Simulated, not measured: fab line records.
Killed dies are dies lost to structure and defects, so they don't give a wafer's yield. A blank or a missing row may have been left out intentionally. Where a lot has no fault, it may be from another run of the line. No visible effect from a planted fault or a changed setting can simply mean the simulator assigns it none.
fab line records	flow nand_harc
record lots=15	wafers=45	last_day=24
route steps=1159 shown A_CONTACT@959 A_BLC@979
lots that met no fault: taken from a fault-free run of the same line
start_h: the number of hours between the record's first day and the start of the first shown wafer of the lot	wait_h: time in hours since the lot's previous step	" the same as in the row above	L1.1+2: a single row standing in for several wafers	- value missing, or start not given	* or withheld: withheld	< > ~ a bound
route shown NAME@n: NAME is a module with steps in the file, n the number in the route of the first one	usual: average and standard deviation across the fault-free wafers	same: alike in all rows	chamber/n: place in a boat	sites: readings site by site	_std_site: standard deviation across them	_edge_site: inner sites' mean taken away from outer sites' mean	radius_mm: for every site, how far away it sits from the centre of the wafer	mask NAME#n: copy n	behind: the last tool/chamber to shape the wafer	hold: what put the lot on hold/how long, in hours/how the hold closed	device: which transistor (n, p or np) failed to switch	end of line: the route-end tests of the same wafers	a step without rows: its recipe alone	killed: not the wafer's yield, but the dies lost to structure and defects at the first sort	map: shows each die of a wafer: x if killed, . if not, _ if none is there
set.NAME: the run value of the setting; set.NAME@STEP: its run value at that earlier step	model.NAME: the simulator's own value behind a step, which no gauge read
route steps across a sampled set of lots; one table per step, one row per wafer
services: when a tool's chamber went out of use (start_h, in hours from the record's first day, below 0 if earlier), for how many hours, and the reason
## steps
# step NHARC_A_CONTACT_CVD_19
# recipe target_thk_a=3000	temp_c=300	pressure_torr=40	wf6_flow_sccm=40	h2_flow_sccm=1600	ar_flow_sccm=1560	time_s=802	material=W
# usual heater_power_w=446/40	throttle_valve_pct=7.9/0.41
lot.wafer	tool	chamber	start_h	wait_h	heater_power_w	throttle_valve_pct
L997.1	cvd_w-01	0	-	-	418	7.3
L997.4	"	0	"	"	425	7.4
L997.6	"	0	"	"	414	7.3
L994.3	cvd_w-02	1	-	-	414	8.6
L994.5	"	1	"	"	404	8.7
L994.6	"	0	"	"	523	7.9
L995.2	cvd_w-01	0	-	-	419	7.6
L995.4	"	0	"	"	422	7.7
L995.5	"	0	"	"	408	7.5
L999.2	cvd_w-02	1	-	-	406	8.4
L999.1	"	0	"	"	520	7.9
L999.6	"	0	"	"	531	7.8
L998.1	cvd_w-01	0	-	-	414	7.8
L998.4	"	1	"	"	433	7.6
L998.6	"	1	"	"	420	7.6
L996.2	cvd_w-02	0	-	-	514	7.9
L996.4	"	0	"	"	519	7.7
L996.6	"	0	"	"	523	7.5
L100.2	cvd_w-02	1	-	-	416	8.6
L100.4	"	0	"	"	523	7.9
L100.3	"	1	"	"	409	8.6
L102.1	cvd_w-01	0	-	-	420	7.7
L102.5	"	0	"	"	428	7.5
L102.6	"	1	"	"	431	7.8
L104.2	cvd_w-01	0	-	-	424	7.5
L104.4	"	0	"	"	425	8.0
L104.6	"	1	"	"	423	7.4
L103.1	cvd_w-01	0	-	-	424	7.5
L103.5	"	0	"	"	415	7.4
L103.6	"	1	"	"	440	7.8
L106.3	cvd_w-01	0	-	-	417	7.6
L106.4	"	1	"	"	442	7.5
L106.5	"	1	"	"	440	8.0
L107.1	cvd_w-02	0	-	-	501	7.8
L107.4	"	1	"	"	424	8.4
L107.6	"	1	"	"	424	8.3
L105.2	cvd_w-02	1	-	-	409	8.6
L105.1	"	0	"	"	518	7.9
L105.3	"	1	"	"	413	8.5
L108.3	cvd_w-02	1	-	-	408	8.6
L108.4	"	0	"	"	522	7.9
L108.6	"	0	"	"	523	8.2
L115.1	cvd_w-01	0	-	-	431	7.9
L115.3	"	0	"	"	426	7.8
L115.5	"	1	"	"	453	7.6
# step NHARC_A_CONTACT_CMP_20
# recipe t_overpolish_s=30	target_thk_nm=300
# usual motor_current_A=11.9/0.91	overpolish_run_s=30.001/0.0097	time_to_endpoint_s=60/4
lot.wafer	tool	chamber	start_h	wait_h	motor_current_A	overpolish_run_s	time_to_endpoint_s
L997.1	cmp-04	1	401.43	0.7	13.5	30.000	61
L997.4	"	0	"	"	11.9	30.024	67
L997.6	"	2	"	"	12.1	30.013	64
L994.3	cmp-03	1	401.90	0.6	10.2	29.995	57
L994.6	"	2	"	"	11.9	29.982	59
L994.5	"	3	"	"	13.0	29.998	56
L995.2	cmp-03	3	403.59	0.6	11.8	30.000	58
L995.4	"	1	"	"	10.6	29.995	58
L995.5	"	0	"	"	11.9	29.991	59
L999.2	cmp-03	2	403.93	0.8	11.8	29.997	64
L999.1	"	1	"	"	11.2	29.998	62
L999.6	"	3	"	"	12.2	30.005	59
L998.4	cmp-03	3	410.06	0.5	12.8	30.020	60
L998.1	"	2	"	"	11.7	30.013	61
L998.6	"	0	"	"	10.7	30.010	60
L996.4	cmp-02	3	411.03	0.5	11.3	29.990	60
L996.2	"	1	"	"	13.6	29.980	67
L996.6	"	0	"	"	11.4	30.008	62
L100.3	cmp-02	1	437.29	0.4	13.6	29.987	67
L100.2	"	2	"	"	11.3	30.022	59
L100.4	"	3	"	"	12.2	30.001	62
L102.1	cmp-04	1	447.92	0.8	13.5	30.010	58
L102.5	"	3	"	"	11.0	30.001	56
L102.6	"	0	"	"	12.2	30.003	68
L104.2	cmp-02	2	457.24	0.7	11.3	29.988	61
L104.4	"	3	"	"	11.7	29.998	57
L104.6	"	0	"	"	11.1	30.006	56
L103.1	cmp-04	1	459.04	0.8	13.2	30.000	58
L103.5	"	3	"	"	11.7	30.005	53
L103.6	"	0	"	"	11.9	29.999	67
L106.4	cmp-02	3	465.58	0.4	12.6	30.008	58
L106.3	"	2	"	"	11.8	30.014	58
L106.5	"	0	"	"	11.3	29.995	59
L107.4	cmp-04	2	476.64	0.5	11.5	29.987	58
L107.1	"	3	"	"	11.2	30.010	53
L107.6	"	3	"	"	11.3	29.987	53
L105.2	cmp-04	0	483.16	0.8	12.4	30.009	68
L105.1	"	1	"	"	13.7	30.000	62
L105.3	"	2	"	"	12.1	30.009	64
L108.3	cmp-04	1	484.35	0.5	13.9	30.002	60
L108.4	"	3	"	"	11.5	29.996	55
L108.6	"	1	"	"	13.8	29.986	59
L115.1	cmp-04	3	523.85	0.7	11.0	30.006	56
L115.3	"	0	"	"	11.8	30.008	66
L115.5	"	0	"	"	12.3	30.006	64
# step NHARC_A_BLC_ETCH_17
# recipe target_depth_a=3900	over_etch_frac=0.25	time_s=609.38	ion_energy_ev=200	n2_flow_sccm=150	h2_flow_sccm=150	ar_flow_sccm=0	rf_w=400	bias_w=150	chemistry=N2/H2
# usual drypump_motor_current_A=5.6/0.48	oes_product_au=1.000/0.0094	rf_fwd_power_W=399.4/1.3	rf_vpp_V=430/3.2	showerhead_plenum_p_Torr=2.03/0.11	throttle_valve_pct=14.172/0.0093
lot.wafer	tool	chamber	start_h	wait_h	drypump_motor_current_A	oes_product_au	rf_fwd_power_W	rf_hours_counter_h	rf_vpp_V	showerhead_plenum_p_Torr	throttle_valve_pct
L997.4	rie_diel-10	0	-	-	5.0	1.015	398.8	5	427	1.93	14.174
L997.1	"	2	"	"	5.7	1.007	397.3	5	428	2.00	14.181
L997.6	"	0	"	"	5.0	1.008	396.8	-	429	1.93	14.171
L994.3	rie_diel-08	2	-	-	5.4	1.001	396.6	9	426	1.88	14.197
L994.6	"	2	"	"	5.4	1.008	397.2	-	428	1.88	14.171
L994.5	"	3	"	"	5.6	0.993	400.7	-	426	1.91	14.181
L995.4	rie_diel-10	2	-	-	5.8	1.001	398.7	5	428	2.00	14.169
L995.2	"	3	"	"	6.0	0.987	400.7	6	435	2.18	14.161
L995.5	"	0	"	"	5.0	0.999	398.7	-	429	1.93	14.187
L999.2	rie_diel-08	2	-	-	5.4	0.984	402.2	10	425	1.88	14.168
L999.1	"	1	"	"	5.4	1.005	400.2	9	436	2.17	14.174
L999.6	"	2	"	"	5.4	0.994	402.9	-	426	1.88	14.180
L998.1	rie_diel-08	2	-	-	5.5	0.992	397.2	11	427	1.88	14.175
L998.4	"	0	"	"	6.5	0.996	398.3	10	433	2.12	14.179
L998.6	"	1	"	"	5.4	1.007	398.6	-	434	2.17	14.168
L996.2	rie_diel-10	1	-	-	4.9	1.010	399.6	6	431	2.05	14.182
L996.4	"	2	"	"	5.7	1.000	399.9	5	429	2.00	14.156
L996.6	"	2	"	"	5.7	0.999	399.9	-	430	2.00	14.172
L100.2	rie_diel-10	1	-	-	4.9	1.020	401.2	9	430	2.05	14.166
L100.3	"	3	"	"	6.0	1.000	400.1	10	435	2.18	14.161
L100.4	"	0	"	"	5.0	1.012	399.5	11	427	1.93	14.182
L102.1	rie_diel-08	0	-	-	6.5	0.997	399.7	13	433	2.12	14.173
L102.5	"	2	"	"	5.4	1.006	397.3	-	426	1.88	14.163
L102.6	"	3	"	"	5.6	0.996	399.7	-	428	1.91	14.172
L104.2	rie_diel-08	1	-	-	5.5	1.000	399.3	15	434	2.16	14.170
L104.4	"	2	"	"	5.4	0.998	400.0	-	427	1.88	14.180
L104.6	"	0	"	"	6.5	0.996	399.4	-	433	2.12	14.171
L103.1	rie_diel-08	0	-	-	6.5	1.001	399.3	14	433	2.12	14.178
L103.6	"	3	"	"	5.6	0.990	399.5	-	427	1.91	14.180
L103.5	"	0	"	"	6.5	1.009	398.7	-	434	2.12	14.174
L106.4	rie_diel-08	3	-	-	5.6	0.981	400.7	16	427	1.91	14.170
L106.3	"	0	"	"	6.4	1.007	397.2	15	434	2.12	14.178
L106.5	"	3	"	"	5.6	0.992	400.7	-	426	1.91	14.173
L107.4	rie_diel-10	1	-	-	4.9	1.018	400.0	12	430	2.05	14.176
L107.1	"	3	"	"	6.0	0.988	399.8	13	435	2.18	14.162
L107.6	"	1	"	"	4.9	1.007	399.5	-	431	2.05	14.175
L105.1	rie_diel-10	3	-	-	6.0	1.006	399.6	14	434	2.18	14.191
L105.3	"	0	"	"	5.0	0.989	400.0	15	428	1.93	14.168
L105.2	"	2	"	"	5.7	1.006	398.3	13	428	2.00	14.158
L108.3	rie_diel-10	2	-	-	5.8	0.989	400.0	13	430	2.00	14.160
L108.4	"	1	"	"	4.9	1.007	399.7	14	431	2.05	14.181
L108.6	"	2	"	"	5.8	0.988	397.7	-	430	1.99	14.186
L115.3	rie_diel-08	0	-	-	6.4	1.000	399.4	4	433	2.12	14.172
L115.1	"	2	"	"	5.4	0.993	398.9	4	426	1.88	14.188
L115.5	"	1	"	"	5.4	1.005	398.6	-	434	2.16	14.180
# step NHARC_A_BLC_CVD_24
# recipe target_thk_a=1500	temp_c=300	pressure_torr=40	wf6_flow_sccm=40	h2_flow_sccm=1600	ar_flow_sccm=1560	time_s=434	material=W
# usual heater_power_w=455/48	throttle_valve_pct=8.0/0.44
lot.wafer	tool	chamber	start_h	wait_h	heater_power_w	throttle_valve_pct
L997.1	cvd_w-01	1	404.62	-	430	7.8
L997.4	"	1	"	"	419	7.8
L997.6	"	1	"	"	439	7.7
L994.3	cvd_w-02	1	409.06	-	403	8.3
L994.6	"	0	"	"	527	7.9
L994.5	"	1	"	"	401	8.5
L995.2	cvd_w-02	1	409.28	-	407	8.3
L995.4	"	0	"	"	507	7.6
L995.5	"	0	"	"	523	8.1
L999.2	cvd_w-02	1	409.71	-	406	8.6
L999.1	"	0	"	"	530	7.8
L999.6	"	1	"	"	404	8.5
L998.1	cvd_w-02	0	413.27	-	539	7.9
L998.4	"	0	"	"	529	8.0
L998.6	"	1	"	"	410	8.3
L996.2	cvd_w-02	1	414.24	-	413	8.7
L996.4	"	0	"	"	524	8.0
L996.6	"	0	"	"	531	7.9
L100.2	cvd_w-01	1	440.48	-	431	7.8
L100.3	"	0	"	"	425	7.6
L100.4	"	1	"	"	428	7.7
L102.1	cvd_w-01	0	463.25	-	431	7.3
L102.5	"	1	"	"	442	7.9
L102.6	"	0	"	"	426	7.7
L104.2	cvd_w-01	1	465.51	-	430	7.7
L104.4	"	0	"	"	418	7.7
L104.6	"	1	"	"	430	7.7
L103.1	cvd_w-01	1	474.37	-	424	7.6
L103.6	"	1	"	"	426	7.5
L103.5	"	0	"	"	429	7.8
L106.4	cvd_w-02	1	475.45	-	418	8.5
L106.3	"	0	"	"	508	7.7
L106.5	"	0	"	"	518	8.0
L106.4	cvd_w-02	1	476.62	1.1	413	8.5
L106.3	"	0	"	"	528	7.8
L106.5	"	0	"	"	526	8.2
L107.1	cvd_w-02	0	483.06	-	535	7.8
L107.4	"	0	"	"	533	8.1
L107.6	"	0	"	"	514	7.9
L105.1	cvd_w-02	1	491.21	-	404	8.6
L105.2	"	0	"	"	524	7.9
L105.3	"	1	"	"	421	8.7
L105.1	cvd_w-02	1	492.40	1.1	404	8.5
L105.2	"	0	"	"	521	8.1
L105.3	"	1	"	"	417	8.7
L108.4	cvd_w-02	1	492.55	-	416	8.6
L108.3	"	0	"	"	534	8.2
L108.6	"	0	"	"	527	8.0
L115.1	cvd_w-02	0	527.02	-	527	8.3
L115.3	"	0	"	"	519	8.0
L115.5	"	0	"	"	530	7.9
L115.1	cvd_w-02	0	527.71	0.6	542	7.7
L115.3	"	0	"	"	545	7.8
L115.5	"	0	"	"	515	8.0
# step NHARC_A_BLC_CMP_25
# recipe t_overpolish_s=30	target_thk_nm=150
# usual motor_current_A=12.1/1	overpolish_run_s=30.000/0.0093	time_to_endpoint_s=29.1/2.7
lot.wafer	tool	chamber	start_h	wait_h	motor_current_A	overpolish_run_s	time_to_endpoint_s
L997.4	cmp-03	0	405.12	0.3	10.9	30.003	30.0
L997.1	"	1	"	"	10.6	29.983	32.0
L997.6	"	2	"	"	12.1	29.999	32.5
L994.3	cmp-03	2	409.39	0.3	11.8	29.995	31.1
L994.5	"	1	"	"	10.3	30.008	28.5
L994.6	"	2	"	"	12.2	30.012	31.1
L995.2	cmp-02	2	409.82	0.5	11.1	30.001	27.0
L995.4	"	1	"	"	13.5	29.988	33.2
L995.5	"	3	"	"	12.5	30.012	29.8
L999.1	cmp-02	2	410.23	0.4	11.2	29.995	28.4
L999.2	"	3	"	"	11.7	29.980	28.6
L999.6	"	2	"	"	11.2	29.980	27.8
L998.1	cmp-01	2	413.74	0.4	13.0	29.993	31.9
L998.4	"	3	"	"	12.6	30.009	28.4
L998.6	"	3	"	"	13.0	30.006	28.4
L996.2	cmp-02	0	414.70	0.4	11.4	29.981	26.9
L996.4	"	2	"	"	11.1	30.002	28.3
L996.6	"	0	"	"	10.9	30.005	30.0
L100.4	cmp-01	0	441.02	0.3	12.4	30.006	31.5
L100.3	"	1	"	"	13.9	29.998	26.8
L100.2	"	3	"	"	12.6	30.007	28.9
L102.1	cmp-02	0	463.75	0.4	11.1	29.990	30.4
L102.5	"	2	"	"	11.4	29.998	26.4
L102.6	"	3	"	"	11.9	29.995	30.9
L104.2	cmp-02	3	465.96	0.4	11.6	29.992	29.8
L104.4	"	0	"	"	11.1	30.017	29.4
L104.6	"	3	"	"	12.3	29.998	31.3
L103.1	cmp-01	0	474.91	0.5	11.7	29.989	32.7
L103.6	"	0	"	"	11.6	29.998	32.6
L103.5	"	1	"	"	13.1	30.002	27.0
L106.4	cmp-02	2	477.06	0.4	11.9	29.989	52.8
L106.3	"	3	"	"	13.2	30.027	58.1
L106.5	"	3	"	"	12.0	29.988	57.8
L107.4	cmp-02	3	483.55	0.3	12.2	30.003	27.2
L107.1	"	1	"	"	12.9	29.994	32.2
L107.6	"	2	"	"	11.3	30.002	25.3
L108.4	cmp-03	0	492.93	0.3	11.5	29.994	31.8
L108.3	"	1	"	"	10.3	30.006	32.8
L108.6	"	1	"	"	10.6	30.005	33.5
L105.2	cmp-02	1	492.99	0.4	14.0	29.991	61.6
L105.1	"	2	"	"	11.1	30.011	55.1
L105.3	"	3	"	"	11.9	29.995	55.5
L115.3	cmp-03	1	528.22	0.3	10.3	29.996	59.6
L115.1	"	2	"	"	11.4	30.014	61.2
L115.5	"	2	"	"	12.0	29.989	60.9
## services
tool	chamber	start_h	hours	kind
cmp-02	-	377.83	3.5	repair
rie_diel-08	0	379.71	1.7	repair
cvd_w-02	-	385.49	13.0	pm
rie_diel-10	1	388.27	5.3	repair
cmp-02	-	393.84	1.6	repair
cmp-02	-	403.69	1.1	repair
cmp-04	-	404.49	4.0	pm
cmp-03	-	417.89	2.9	repair
cmp-04	-	427.60	0.5	repair
cmp-03	-	428.59	59.3	repair
cmp-04	-	432.93	5.5	repair
cvd_w-02	1	437.65	24.2	repair
rie_diel-08	0	442.76	4.8	repair
cmp-02	-	451.92	4.0	pm
rie_diel-10	1	459.71	2.5	repair
rie_diel-08	-	478.86	9.0	pm
cvd_w-01	-	479.62	13.0	pm
cmp-03	-	487.92	4.0	pm
cmp-04	-	502.49	4.0	pm
cmp-02	-	505.09	1.8	repair
rie_diel-08	-	506.49	0.3	repair
rie_diel-08	2	510.66	1.8	repair
rie_diel-10	3	510.96	4.1	repair
cmp-03	-	523.71	0.6	repair
## key
first_sign step=NHARC_A_BLC_CVD_24	reading=visit	direction=added
effect step=NHARC_A_BLC_CMP_25	reading=time_to_endpoint_s	direction=up	sigmas=11	usual=*	struck=*
met_at NHARC_A_BLC_CVD_24
struck_lots L105,L106,L115
sort_left_out L105.1,L105.2,L105.3,L106.3,L106.4,L106.5,L115.1,L115.3,L115.5
tester_left_out L105,L106,L115
not_acting_at NHARC_A_CONTACT_CVD_19,NHARC_A_CONTACT_CMP_20,NHARC_A_BLC_ETCH_17
fault kind=repeated_step_whole	tool=cvd_w-01,cvd_w-02	chamber=-	onset_h=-	steps=NHARC_A_BLC_CVD_24	times=1	scope=struck_lots_only
# tester_left_out: of these lots the tester's yield and bins aren't shown, on N5 and GAA mostly nor the transistor test; their killed dies are dies lost to structure and defects alone, not to doping, threshold or leakage, so they don't give the yield
# sort_left_out: the simulated sort isn't trusted on such a fault, so these wafers' sort isn't shown, and their yield isn't known
